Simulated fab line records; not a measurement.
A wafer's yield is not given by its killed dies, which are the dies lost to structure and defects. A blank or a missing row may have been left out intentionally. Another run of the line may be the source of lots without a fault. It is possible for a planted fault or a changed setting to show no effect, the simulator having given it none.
Which tool was responsible? ; flow nand-harc ; 24 lots (72 wafers sampled), 1 step of a 1302-step route

## WHAT EACH GAUGE READ, for each wafer
NHARC_A_CHANNEL_HOLE_D2_CD_MEAS_18.
lot;measured;on;cd-nm (nm)
L074;day 13 09:31;cd-sem-01;99.9 102.0 100.6
L075;day 13 09:55;cd-sem-01;98.0 98.8 102.6
L076;day 14 08:16;cd-sem-02;101.9 101.0 98.7
L077;day 14 08:45;cd-sem-02;101.9 100.2 98.8
L078;day 14 15:11;cd-sem-03;101.6 100.1 100.3
L079;day 15 04:59;cd-sem-02;101.1 100.4 100.7
L080;day 15 18:12;cd-sem-02;103.9 101.4 101.8
L081;day 16 03:02;cd-sem-01;100.1 98.5 99.8
L082;day 16 11:17;cd-sem-02;99.5 100.7 100.4
L083;day 17 03:43;cd-sem-02;99.7 99.1 99.7
L084;day 17 13:53;cd-sem-01;96.8 99.7 98.2
L085;day 17 14:47;cd-sem-02;101.2 104.5 100.4
L086;day 17 22:59;cd-sem-03;98.7 99.2 99.2
L087;day 18 15:06;cd-sem-02;98.7 100.0 101.7
L088;day 19 12:49;cd-sem-01;98.0 98.5 96.7
L091;day 19 21:28;cd-sem-02;101.0 102.4 102.2
L090;day 19 21:38;cd-sem-01;99.7 98.6 97.8
L089;day 19 22:46;cd-sem-02;98.3 97.2 99.6
L092;day 20 12:20;cd-sem-02;98.0 100.2 97.1
L093;day 21 05:18;cd-sem-03;99.3 98.4 100.5
L094;day 21 23:10;cd-sem-01;96.3 100.2 101.0
L095;day 22 02:15;cd-sem-01;99.3 101.7 100.6
L097;day 22 07:35;cd-sem-02;97.7 95.7 96.1
L096;day 22 07:44;cd-sem-02;99.0 99.7 98.5

## TOOL THAT RAN EACH LOT (tool first, then ch and the chambers of the sampled wafers, then the start)
Before these readings, the record contains no process step.

## WHAT THE TOOLS THEMSELVES READ (means of the sampled wafers that have a number; where no wafer has one, the mark that the record gives instead)
The record holds no such reading with a usual standard deviation.

## THE ANSWER, worked out from the rows above alone
Rule: usual is defined by the lots themselves. Put in order of their means at a reading, lots are off if they are a third of the lots or fewer, leave a main group of 4 or more, and stand apart from it by a gap of 3 or more times the standard deviation of the main group's means; of several such gaps the widest counts. Not used: any main group whose means are identical at the precision the tables above print for the reading. A lot without any number at a reading at which 4 lots or more have one is off too. All remaining lots with rows at the step are treated as sound. Order of review: gauges by route order, followed by the tools' own readings, for which a lot's mean as printed above is used. The first step at which some lot is off is used, and at that step the reading that is off furthest; a lot without a number counts as furthest.
None of the lots is off at any reading shown; this tells nothing.

## WHAT WAS PUT IN BY THE SIMULATOR
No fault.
